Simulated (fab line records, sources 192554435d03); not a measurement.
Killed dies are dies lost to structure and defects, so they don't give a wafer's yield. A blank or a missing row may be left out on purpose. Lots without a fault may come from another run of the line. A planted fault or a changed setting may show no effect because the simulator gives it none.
Chamber matching | flow n5_finfet | N5_BEOL_M0_SAQP_PECVD_97 on pecvd-04: 3 sister chambers
The step deposits SiNx from SiH4/NH3/N2, target thk 23 nm, time 19.9 s. 3 wafers are shown with their chamber, then 9 later ones without.

WAFERS WITH THEIR CHAMBER
wafer  | chamber | throttle_valve_pct (%)
L088.1 | 2       | 40.2
L088.2 | 1       | 43.2
L088.3 | 0       | 40.9

WAFERS WITHOUT THEIR CHAMBER
wafer  | throttle_valve_pct (%)
L089.1 | 40.7
L089.4 | 40.2
L089.6 | 40.8
L090.1 | 40.9
L090.2 | 40.1
L090.5 | 43.2
L092.1 | 43.0
L092.3 | 40.9
L092.6 | 43.3

WHICH CHAMBER EACH WENT THROUGH
wafer  | from the rows above | in truth
L089.1 | 0                   | 0
L089.4 | 2                   | 2
L089.6 | 0                   | 0
L090.1 | 0                   | 0
L090.2 | 2                   | 2
L090.5 | 1                   | 1
L092.1 | 1                   | 1
L092.3 | 0                   | 0
L092.6 | 1                   | 1
Placed correctly: 9 of 9. Can't be placed from these rows: 0. Placed wrongly: 0.
How it was worked out, from the rows above alone: a wafer's distance from a chamber is the root of the sum, over the readings, of the square of ((its reading less the chamber's mean) divided by the reading's scatter). The wafer belongs to the nearest chamber; if the next one is less than 2 further off, it can't be placed. A chamber's mean is the mean of its shown wafers. The scatter: with one shown wafer a chamber, the root of the mean of the squares of how far each hidden wafer lies from its nearest shown one.
